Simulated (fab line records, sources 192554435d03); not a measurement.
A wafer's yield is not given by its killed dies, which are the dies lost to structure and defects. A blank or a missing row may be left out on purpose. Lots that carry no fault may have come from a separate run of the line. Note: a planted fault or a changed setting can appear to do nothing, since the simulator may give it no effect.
Split-lot study	flow n5_finfet	7 lots, 39 wafers read, on a route of 1938 steps

## THE SPLIT
At N5_DUMMY_GATE_ETCH_37 (etches SOC in N2/H2, target depth 60 nm, overetch 30 nm), the setting source_w was moved away from the recipe's 840 W on 15 of the 39 wafers read, by -18.7% to +16.7%. All remaining wafers had this setting at the recipe value.

The reading comes from the split's own step.

## THE READING
rf_vpp_V, in V, at N5_DUMMY_GATE_ETCH_37 (etches SOC in N2/H2, target depth 60 nm, overetch 30 nm). Fault-free wafers of this fab line usually give 524 V, standard deviation 3 V.

wafer	tool, chamber at the split	source_w as run, W	against the recipe	rf_vpp_V, V	against lot-mates on the recipe
L074.1	rie_diel-02, 2	840	recipe	519	-
L074.2	rie_diel-02, 3	840	recipe	526	-
L074.3	rie_diel-02, 1	840	recipe	522	-
L074.4	rie_diel-02, 0	840	recipe	523	-
L074.5	rie_diel-02, 1	840	recipe	522	-
L074.6	rie_diel-02, 2	840	recipe	518	-
L076.1	rie_diel-02, 1	898.1	+6.9%	508	-17
L076.2	rie_diel-02, 2	898.1	+6.9%	506	-19
L076.3	rie_diel-02, 3	840	recipe	527	-
L076.4	rie_diel-02, 3	840	recipe	526	-
L076.5	rie_diel-02, 1	840	recipe	522	-
L076.6	rie_diel-02, 2	898.1	+6.9%	507	-18
L080.1	rie_diel-03, 1	962.1	+14.5%	502	-24
L080.2	rie_diel-03, 3	840	recipe	528	-
L080.3	rie_diel-03, 2	962.1	+14.5%	505	-21
L080.4	rie_diel-03, 0	840	recipe	525	-
L080.5	rie_diel-03, 1	840	recipe	526	-
L080.6	rie_diel-03, 0	962.1	+14.5%	503	-23
L081.1	rie_diel-03, 0	840	recipe	524	-
L081.2	rie_diel-03, 3	840	recipe	528	-
L081.3	rie_diel-03, 2	715.1	-14.9%	557	+31
L081.4	rie_diel-03, 1	715.1	-14.9%	555	+29
L081.5	rie_diel-03, 3	715.1	-14.9%	557	+31
L081.6	rie_diel-03, 0	840	recipe	526	-
L087.1	rie_diel-02, 1	979.9	+16.7%	496	-26
L087.2	rie_diel-02, 3	840	recipe	527	-
L087.3	rie_diel-02, 0	979.9	+16.7%	497	-25
L087.4	rie_diel-02, 2	840	recipe	518	-
L087.5	rie_diel-02, 3	979.9	+16.7%	500	-22
L087.6	rie_diel-02, 2	840	recipe	520	-
L091.1	rie_diel-06, 0	840	recipe	525	-
L091.5	rie_diel-06, 3	840	recipe	522	-
L091.6	rie_diel-06, 0	840	recipe	524	-
L097.1	rie_diel-06, 0	840	recipe	524	-
L097.2	rie_diel-06, 2	840	recipe	524	-
L097.3	rie_diel-06, 3	840	recipe	522	-
L097.4	rie_diel-06, 1	682.6	-18.7%	564	+41
L097.5	rie_diel-06, 1	682.6	-18.7%	562	+39
L097.6	rie_diel-06, 0	682.6	-18.7%	562	+39

THE FIT
A straight line over all 39 wafers: rf_vpp_V changes by -1.86 V for each +1% of source_w; r = -0.98; the points scatter about the line by 3.8 V.
The same after taking each lot's own level away (the mean of its wafers on the recipe; 39 wafers): -1.85 V for each +1%; r = -0.98; scatter 3.5 V.
On that fit, the largest move of source_w shifts the reading by 35 V.
Measured against the standard deviation above, the lots' own levels, which go from 521.7 to 526.3 V, span 1.6 times it.
So the lot-to-lot level changes the slope little: the two slopes agree.
Check: for one of the wafers moved furthest among these (-18.7%), held out of the fit, the line's prediction against its lot-mates is +34.9 V. Against them it came out at +40.7 V.
Tool readings at the split's step, against how far the setting was moved: rf_vpp_V r = -0.98.

## FILE'S OWN FIT
rf_vpp_V changes by -1.83 V for each +1% of source_w, r = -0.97.
